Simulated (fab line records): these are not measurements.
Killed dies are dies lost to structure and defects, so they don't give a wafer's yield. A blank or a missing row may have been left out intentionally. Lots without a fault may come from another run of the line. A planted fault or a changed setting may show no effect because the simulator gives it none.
Comparing a struck lot with a sound one || flow n5_finfet || 15 out of 1938 route steps
Sound: the wafers L103.4, L103.5, L103.6. Struck: wafers L114.4, L114.6. (L114.2 of the same lot was not struck and is left out.) The cause comes at the end.
Per side, at each step with rows, come the tool, then ch with its chambers, and then its first start. Under that, the readings that differ: sound wafers || struck wafers || difference of the means || sigmas: that difference in standard deviations of wafers without a fault.
alike: same words and numbers on both sides, and readings whose means sit less than 2 such deviations apart. not compared: any withheld reading, any reading some wafer has no value for, any bound like >300 that may hide the same value, and any number with overlapping values for which the record gives no deviation.
The two part at a step that has a row with sigmas, a row that says differs or no value, or rows on one side only. When numbers do not overlap yet have no deviation, they are printed without sigmas and do not part them. Lack of a reading on every wafer of one side parts them only where that side has two or more wafers.

first, 8 steps without rows for these wafers: N5_MIM_TOP_LITHO_HMDS_01 (time 60 s); N5_MIM_TOP_LITHO_COAT_02; N5_MIM_TOP_LITHO_EBR_04; N5_MIM_TOP_LITHO_SOFTBAKE_03 (time 90 s); N5_MIM_TOP_LITHO_EXPOSE_05 (exposes mask MIM TOP, target cd 2000 nm); N5_MIM_TOP_LITHO_PEB_06; N5_MIM_TOP_LITHO_DEVELOP_07 (develop time 60 s); N5_MIM_TOP_LITHO_HARDBAKE_09 (time 120 s).
N5_MIM_TOP_LITHO_CD_MEAS_08 targets a cd of 2000 nm.
  sound on cd_sem-01 ch 0, day 11 22:28; struck on cd_sem-02 ch 0, day 15 02:10
  alike: cd_nm
N5_MIM_TOP_LITHO_OVL_MEAS_11:
  sound on overlay-01 ch 0, day 11 22:29; struck on overlay-01 ch 0, day 15 02:11
  alike: MIM_TOP_OVL
N5_MIM_TOP_LITHO_INSPECT_12: inspects for defects (macro).
  sound on defect_inspect-01, day 11 22:31; struck on defect_inspect-01, day 15 02:13
  alike: raw_defect_count
N5_MIM_TOP_LITHO_DESCUM_10: chemistry O2, time 7.9 s.
  sound on rie_diel-03 ch 1,2, day 11 22:33; struck on rie_diel-01 ch 0,2, day 15 02:16
  alike: chamber_pressure_mTorr, drypump_motor_current_A, oes_product_au, rf_vpp_V, showerhead_plenum_p_Torr, throttle_valve_pct
  not compared: rf_hours_counter_h
N5_MIM_TOP_ETCH_ETCH_00: etches TiN in Cl2/BCl3, target depth 38.5 nm.
  sound on rie_metal-03 ch 0,1, day 11 22:40; struck on rie_metal-01 ch 0, day 15 02:21
{"reading": "bias_w (W)", "sound": "126.3 126.3 125.7", "struck": "119.4 120.2", "difference": -6.3, "sigmas": -17}
{"reading": "chamber_pressure_mTorr (mTorr)", "sound": "9.981 9.988 9.989", "struck": "10.017 10.007", "difference": "+0.026", "sigmas": "+3"}
{"reading": "throttle_valve_pct (%)", "sound": "22.64 22.88 22.63", "struck": "22.24 22.26", "difference": -0.47, "sigmas": -2}
  alike: drypump_motor_current_A, oes_product_au
  not compared: rf_hours_counter_h
N5_MIM_TOP_ETCH_STRIP_01: strips in O2.
  sound on rie_diel-06 ch 1,2,3, day 11 22:47; struck on rie_diel-04 ch 2, day 15 02:30
  alike: chamber_pressure_mTorr, drypump_motor_current_A, oes_product_au, rf_vpp_V, showerhead_plenum_p_Torr, throttle_valve_pct
  not compared: rf_hours_counter_h
N5_PASSIVATION_PROBE_49:
  sound on prober-02, day 12 08:59; struck on prober-02, day 15 12:21
  alike: defect_limited_yield, killed_at_M0_to_M3, killed_at_M4_up, killed_at_contacts, killed_at_front_end, killed_at_other, killed_dies, killed_on_rim, killed_open, killed_short, sort_bin_4_leakage, sort_bin_5_function, sort_bin_6_memory, sort_bin_8_speed, sort_n_pass, sort_yield_pct

WHERE THEY PART
Only at N5_MIM_TOP_ETCH_ETCH_00, as far as this record shows. Later steps at which nothing parts them and some readings are alike: N5_MIM_TOP_ETCH_STRIP_01, N5_PASSIVATION_PROBE_49.

WHY: the cause the simulator had injected
rie_metal-01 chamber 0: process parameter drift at N5_MIM_TOP_ETCH_ETCH_00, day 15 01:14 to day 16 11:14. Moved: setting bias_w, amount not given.
